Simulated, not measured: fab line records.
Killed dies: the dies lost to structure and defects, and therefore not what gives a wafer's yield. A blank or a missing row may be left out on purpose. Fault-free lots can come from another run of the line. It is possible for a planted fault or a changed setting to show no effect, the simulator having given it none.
Chamber matching :: flow nand-harc :: NHARC_A_CONTACT_DEP_24 on pecvd-02: 3 sister chambers
The step deposits SiO2, target thk 500 nm. 6 wafers are shown with their chamber, then 12 later ones without.

== WAFERS PAIRED WITH THEIR CHAMBERS ==
wafer: L084.1
chamber: 2
showerhead-vpp-V (V): 1937
heater-power-w (W): 629

wafer: L087.1
chamber: 1
showerhead-vpp-V (V): 1778
heater-power-w (W): 515

wafer: L087.5
chamber: 0
showerhead-vpp-V (V): 1888
heater-power-w (W): 419

wafer: L089.1
chamber: 1
showerhead-vpp-V (V): 1793
heater-power-w (W): 554

wafer: L089.3
chamber: 2
showerhead-vpp-V (V): 1924
heater-power-w (W): 712

wafer: L089.6
chamber: 0
showerhead-vpp-V (V): 1863
heater-power-w (W): 470

== WAFERS WITHOUT THEIR CHAMBER ==
wafer: L091.1
showerhead-vpp-V (V): 1926
heater-power-w (W): 722

wafer: L091.3
showerhead-vpp-V (V): 1783
heater-power-w (W): 581

wafer: L091.4
showerhead-vpp-V (V): 1912
heater-power-w (W): 580

wafer: L094.3
showerhead-vpp-V (V): 1945
heater-power-w (W): 711

wafer: L094.4
showerhead-vpp-V (V): 1937
heater-power-w (W): 743

wafer: L094.5
showerhead-vpp-V (V): 1848
heater-power-w (W): 418

wafer: L095.1
showerhead-vpp-V (V): 1909
heater-power-w (W): 744

wafer: L095.2
showerhead-vpp-V (V): 1863
heater-power-w (W): 409

wafer: L095.4
showerhead-vpp-V (V): 1920
heater-power-w (W): 756

wafer: L096.3
showerhead-vpp-V (V): 1764
heater-power-w (W): 560

wafer: L096.5
showerhead-vpp-V (V): 1907
heater-power-w (W): 426

wafer: L096.6
showerhead-vpp-V (V): 1770
heater-power-w (W): 547

== WHICH CHAMBER EACH ONE RAN IN ==
wafer: L091.1
from the rows above: 2
in truth: 2

wafer: L091.3
from the rows above: 1
in truth: 1

wafer: L091.4
from the rows above: can't be placed: 2 or 0
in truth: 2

wafer: L094.3
from the rows above: 2
in truth: 2

wafer: L094.4
from the rows above: 2
in truth: 2

wafer: L094.5
from the rows above: 0
in truth: 0

wafer: L095.1
from the rows above: 2
in truth: 2

wafer: L095.2
from the rows above: 0
in truth: 0

wafer: L095.4
from the rows above: 2
in truth: 2

wafer: L096.3
from the rows above: 1
in truth: 1

wafer: L096.5
from the rows above: 0
in truth: 0

wafer: L096.6
from the rows above: 1
in truth: 1
Placed correctly: 11 of 12. Cannot be placed on the basis of these rows: 1; the candidates contain the true chamber in 1. Number placed wrongly: 0.
How it was worked out, from the rows above alone: a wafer's distance from a chamber is the root of the sum, over the readings, of the square of ((its reading less the chamber's mean) divided by the reading's scatter). The wafer belongs to the nearest chamber; if the next one is less than 2 further off, it can't be placed. For every chamber, the mean is computed from those of its wafers that are shown. The scatter is the square root of a quotient: the sum, over the shown wafers, of each reading's squared deviation from its chamber's mean, divided by wafers minus chambers.
